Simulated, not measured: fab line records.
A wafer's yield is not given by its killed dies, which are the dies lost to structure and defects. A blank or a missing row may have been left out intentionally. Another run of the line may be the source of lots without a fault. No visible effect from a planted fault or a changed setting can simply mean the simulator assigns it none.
fab line records ; flow n5_finfet
[record] lots = 4; wafers = 12; last_day = 17
route steps=1938 shown BEOL_M1@836 BEOL_M2@841 BEOL_M4@1111 PASSIVATION@1936
lots with no fault: from the same line, run without faults
start_h: the number of hours between the record's first day and the start of the first shown wafer of the lot ; wait_h: hours since the lot's step before ; " the same as in the row above ; L1.1+2: one row covering several wafers at once ; - no value, or no start was given ; * or withheld: withheld ; < > ~ a bound
route shown NAME@n: NAME is a module with steps in the file, n the number in the route of the first one ; usual: average and standard deviation across the fault-free wafers ; same: alike in all rows ; chamber/n: place in a boat ; sites: readings site by site ; _std_site: standard deviation across them ; _edge_site: the outer-site mean with the inner-site mean subtracted ; radius_mm: how far each site lies from the wafer's centre ; mask NAME#n: copy n ; behind: the most recent tool/chamber to have shaped the wafer ; hold: the reason the lot was held/the length of the hold in hours/how it ended ; device: transistor that didn't switch, given as n, p or np ; end of line: the tests these same wafers got at the end of their route ; where a step has no rows: the recipe by itself ; killed: at the first sort, the dies lost to defects and structure; wafer yield is something else ; map: the dies of a wafer, with x for killed, . for not killed, _ for no die there
set.NAME: the setting as run; set.NAME@STEP: as run at that earlier step ; model.NAME: the simulator's own value behind a step, which no gauge read
a table for each step, a row for each wafer; lots at some steps of the route
services: from which hour (start_h, from the record's first day; less than 0 if before it) a tool's chamber was out of use, for how many hours, and why
[[steps]]
[step N5_BEOL_M1_CO_CAP_55]
[recipe] material = Co; target_thk_a = 20; temp_c = 200; precursor = CCTBA/H2; pressure_torr = 30; time_s = 102.1
[step N5_BEOL_M1_PRE_CLEAN_56]
[recipe] gas = NH3; time_s = 15; temp_c = withheld; rf_power_w = 300
[step N5_BEOL_M1_DEP_57]
[recipe] material = SiCN; target_thk_a = 80; temp_c = withheld; precursor = 3MS/NH3; pressure_torr = 3; rf_w = 202; time_s = 14
[step N5_BEOL_M2_ILD_DEP_00]
[recipe] material = SiOC; target_thk_a = 790; temp_c = 350; precursor = DEMS/O2; pressure_torr = 5; rf_w = 500; time_s = 15.3
[step N5_BEOL_M2_PECVD_72]
[recipe] material = SiO2; target_thk_a = 160; temp_c = 400; precursor = TEOS/O2; pressure_torr = 5.5; rf_w = 450; teos_flow_sccm = 53.8; gas = O2; flow_sccm = 3000; time_s = 18
[step N5_BEOL_M2_HM_DEP_02]
[recipe] material = TiN; target_thk_a = 200; temp_c = 25; chamber_pressure_pa = 0.49996
[step N5_BEOL_M2_COAT_61]
[recipe] resist = SOC; temp_c = 250; time_s = 60; spin_rpm = 1500; resist_thk_nm = 60
[step N5_BEOL_M2_COAT_62]
[recipe] resist = SiARC; temp_c = 220; time_s = 60; spin_rpm = 1500; resist_thk_nm = 12
[step N5_BEOL_M2_COAT_73]
[recipe] resist = underlayer; temp_c = 205; time_s = 60; spin_rpm = 1500; resist_thk_nm = 5
[step N5_BEOL_M2_COAT_05]
[recipe] resist = CAR-EUV; spin_rpm = 1500; resist_thk_nm = 30
[usual] dispense_pressure_kPa = 47/3.1; resist_line_temp_C = 23.02/0.1; spin_speed_rpm = 1500.1/0.91
lot.wafer;tool;chamber;start_h;wait_h;dispense_pressure_kPa;resist_line_temp_C;spin_speed_rpm;model.CAR-EUV_of_BEOL_M2_COAT_05.thk_nm
L540.1;litho_track-01;0;146.27;-;45;23.00;1417.7;30.8
L540.3;litho_track-01;0;146.27;-;45;22.93;1416.6;30.8
L540.4;litho_track-01;0;146.27;-;45;22.81;1417.3;30.8
L541.3;litho_track-01;0;148.41;-;45;23.09;1418.1;31
L541.5;litho_track-01;0;148.41;-;45;23.25;1419.9;31
L541.6;litho_track-01;0;148.41;-;45;23.23;1418.9;31
L555.3;litho_track-02;0;239.83;-;51;23.03;1498.6;30
L555.4;litho_track-02;0;239.83;-;51;23.06;1499.5;30
L555.6;litho_track-02;0;239.83;-;51;23.08;1498.6;30
L558.2;litho_track-01;0;253.80;-;44;22.80;1499.5;30
L558.3;litho_track-01;0;253.80;-;45;22.95;1501.1;30
L558.6;litho_track-01;0;253.80;-;45;22.95;1500.1;30
[step N5_BEOL_M2_EBR_07]
[recipe] solvent = PGMEA; ebr_width_mm = 1.5
[step N5_BEOL_M2_SOFTBAKE_06]
[recipe] temp_c = 110; time_s = 60; resist = CAR-EUV
[step N5_BEOL_M2_EXPOSE_08]
[recipe] mask_id = M2; na = 0.33; source_shape = dipole; sigma_inner = 0.369; sigma_outer = 0.767; polarization = unpolarized; dose_mj = 41.25
[step N5_BEOL_M2_PEB_09]
[recipe] peb_temp_c = 100; peb_time_s = 60; resist = CAR-EUV
[step N5_BEOL_M2_DEVELOP_10]
[recipe] develop_time_s = 30; developer = TMAH; resist = CAR-EUV; rinse_liquid = surfactant_rinse; dry = air_spin; dev_temp_c = 23
[step N5_BEOL_M2_DESCUM_16]
[recipe] chemistry = O2; time_s = 7; source_power_w = 50; bias_power_w = 20; pressure_mtorr = 20; rf_frequency_hz = 2.712e+07; temp_c = 40; resist = CAR-EUV; o2_flow_sccm = 225
[usual] drypump_motor_current_A = 5.5/0.52; oes_product_au = 0.78/0.076; rf_fwd_power_W = 49.32/0.27; rf_vpp_V = 243.2/1.5; showerhead_plenum_p_Torr = 2.11/0.074; throttle_valve_pct = 20.50/0.21
lot.wafer;tool;chamber;start_h;wait_h;drypump_motor_current_A;oes_product_au;rf_fwd_power_W;rf_hours_counter_h;rf_vpp_V;showerhead_plenum_p_Torr;throttle_valve_pct;model.CAR-EUV_of_BEOL_M2_COAT_05.thk_nm
L540.1;rie_diel-01;3;146.78;0.2;6.5;0.88;49.08;37;245.2;2.23;20.16;27
L540.3;rie_diel-01;2;146.78;0.2;5.1;0.80;48.93;97;245.0;2.20;20.69;27
L540.4;rie_diel-01;3;146.78;0.2;6.5;0.88;49.42;-;244.0;2.23;20.16;27
L541.3;rie_diel-06;2;149.04;0.3;5.2;0.82;48.94;101;242.7;2.04;20.58;27
L541.5;rie_diel-06;1;149.04;0.3;5.4;0.82;49.58;-;244.9;2.14;20.54;27
L541.6;rie_diel-06;0;149.04;0.3;5.0;0.74;49.25;-;246.5;2.16;20.61;27.2
L555.3;rie_diel-01;3;240.36;0.0;6.5;0.82;49.12;72;245.2;2.21;20.22;26
L555.4;rie_diel-01;1;240.36;0.0;5.7;0.90;49.85;27;242.0;2.05;20.28;26
L555.6;rie_diel-01;2;240.36;0.0;5.1;0.77;49.15;-;245.4;2.19;20.74;26
L558.2;rie_diel-06;0;254.41;0.3;5.0;0.71;49.53;212;244.3;2.15;20.66;26
L558.3;rie_diel-06;3;254.41;0.3;4.9;0.78;49.45;106;242.6;2.03;20.21;26
L558.6;rie_diel-06;1;254.41;0.3;5.4;0.77;49.49;-;244.0;2.12;20.60;26
[step N5_BEOL_M2_ETCH_74]
[recipe] chemistry = N2/H2; target = underlayer; target_depth_a = 65; mask_material = CAR-EUV; time_s = 5.2; ion_energy_ev = 200; pressure_mtorr = 30; source_w = 840; bias_w = 150; n2_flow_sccm = 200; h2_flow_sccm = 200; ends = cleared
[step N5_BEOL_M4_RC_MEAS_101]
[usual] DIBL_N = 36.3/1.7; DIBL_P = 36.5/1.8; IOFF_N = 0.16/0.033; IOFF_P = 0.21/0.037; ION_N = 675/11; ION_P = 462/7.9; SS_N = 71.6/0.64; SS_P = 73.3/0.68; VT_N = 249/3.3; VT_P = -250/3.3
lot.wafer;tool;chamber;start_h;wait_h;DIBL_N[mV/V];DIBL_P[mV/V];IOFF_N[nA/um];IOFF_P[nA/um];ION_N[uA/um];ION_P[uA/um];SS_N[mV/dec];SS_P[mV/dec];VT_N[mV];VT_P[mV]
L540.1;prober-01;0;181.33;0.0;34.9;34.8;0.13;0.16;664;456;71.2;72.7;253;-254
L540.3;prober-01;0;181.33;0.0;33.9;33.9;0.11;0.14;660;451;70.9;72.4;255;-257
L540.4;prober-01;0;181.33;0.0;35.0;34.9;0.12;0.15;666;454;70.9;72.6;254;-254
L541.3;prober-01;0;183.02;0.3;38.1;37.8;0.19;0.26;684;467;71.9;73.3;245;-249
L541.5;prober-01;0;183.02;0.3;38.4;38.6;0.19;0.27;680;468;72.2;74.1;247;-247
L541.6;prober-01;0;183.02;0.3;36.8;36.7;0.16;0.23;675;463;70.9;73.6;250;-248
L555.3;prober-02;0;270.60;0.3;35.3;37.0;0.18;0.20;682;466;71.7;73.1;244;-251
L555.4;prober-02;0;270.60;0.3;37.3;39.7;0.21;0.24;679;456;71.7;73.4;247;-249
L555.6;prober-02;0;270.60;0.3;36.0;37.4;0.18;0.21;665;454;71.7;74.5;246;-249
L558.2;prober-02;0;291.79;0.2;37.9;38.5;0.21;0.22;690;462;72.2;73.7;245;-251
L558.3;prober-02;0;291.79;0.2;35.1;35.3;0.16;0.20;684;465;71.2;73.2;247;-254
L558.6;prober-02;0;291.79;0.2;39.6;40.9;0.26;0.30;693;471;72.1;75.5;242;-247
[step N5_PASSIVATION_PROBE_49]
[usual] defect_limited_yield = 91.3/1.5; killed_at_M0_to_M3 = 34/9.4; killed_at_M4_up = 13/5.3; killed_at_contacts = 13/5.7; killed_at_front_end = 40/10; killed_at_other = 3.7/2.8; killed_dies = 103/17; killed_open = 67/13; killed_short = 35/8.5; sort_bin_4_leakage = 0.00/0.016; sort_bin_5_function = 5.0/0.98; sort_bin_6_memory = 3.3/0.7; sort_n_pass = 1077/17; sort_yield_pct = 91.3/1.5
[same] gross_dies = 1180; killed_at_back_side = 0; sort_bin_8_speed[%] = 0
lot.wafer;tool;chamber;start_h;wait_h;defect_limited_yield[%];killed_at_M0_to_M3;killed_at_M4_up;killed_at_contacts;killed_at_front_end;killed_at_other;killed_dies;killed_open;killed_short;sort_bin_4_leakage[%];sort_bin_5_function[%];sort_bin_6_memory[%];sort_n_pass;sort_yield_pct[%]
L555.3;prober-02;-;374.75;0.1;92.1;25;12;12;41;3;93;63;29;0;4.2;3.6;1087;92.1
L555.4;prober-02;-;374.80;0.2;92.2;33;10;10;37;2;92;61;27;0;4.2;2.9;1088;92.2
L555.6;prober-02;-;374.90;0.3;92.6;30;17;9;30;1;87;54;33;0;4.6;2.6;1093;92.6
// killed by level:class
L555.3 MOL_CONTACT_COAG:geometric_particle:open=12 BEOL_M3:geometric_particle:open=9 FIN_SAQP:geometric_particle:short=8 STI_FIN_REVEAL:geometric_particle:open=6 GATE_CUT:geometric_particle:short=4 BEOL_M0_SAQP:geometric_particle:short=4 BEOL_M0:geometric_particle:open=4 BEOL_M5:geometric_particle:open=4
L555.4 MOL_CONTACT_COAG:geometric_particle:open=8 BEOL_M0_SAQP:geometric_particle:open=7 DUMMY_GATE:geometric_particle:open=6 FIN_SAQP:geometric_particle:short=5 BEOL_M3:geometric_particle:open=5 BEOL_M5:geometric_particle:open=5 FIN_SAQP:geometric_particle:open=4 STI_FIN_REVEAL:geometric_particle:open=4
L555.6 MOL_CONTACT_COAG:geometric_particle:open=8 FIN_SAQP:geometric_particle:open=7 BEOL_M3:geometric_particle:open=7 BEOL_M0_SAQP:geometric_particle:short=6 GATE_CUT:geometric_particle:short=5 BEOL_M0_SAQP:geometric_particle:open=4 BEOL_M5:geometric_particle:open=4 BEOL_M4:geometric_particle:open=4
[[services]]
tool;chamber;start_h;hours;kind
rie_diel-01;1;146.78;-;clean
rie_diel-01;1;146.78;-;consumable_replace:focus_ring
rie_diel-01;1;146.78;13.0;scheduled_down
rie_diel-01;1;146.78;13.0;vent_cycle
rie_diel-06;0;188.36;17.2;repair
litho_track-02;-;227.30;-;consumable_replace:filter
[[key]]
[first_sign] step = N5_BEOL_M2_COAT_05; reading = spin_speed_rpm; direction = down; sigmas = 90; usual = *; struck = *
effect none on later readings
[model_effect] step = N5_BEOL_M2_COAT_05; value = CAR-EUV_of_BEOL_M2_COAT_05.thk_nm; without = 30.1; struck = 30.9
[model_effect] step = N5_BEOL_M2_DESCUM_16; value = CAR-EUV_of_BEOL_M2_COAT_05.thk_nm; without = 26.1; struck = 27.03
met_at N5_BEOL_M2_COAT_05
struck_wafers L540.1,L540.3,L540.4,L541.3,L541.5,L541.6
[fault] kind = process_parameter_drift; tool = litho_track-01; chamber = -; onset_h = 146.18; steps = N5_BEOL_M2_COAT_05; channel = spin_rpm; offset = *; shape = step; end_h = 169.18; acts_in = *; stated = *
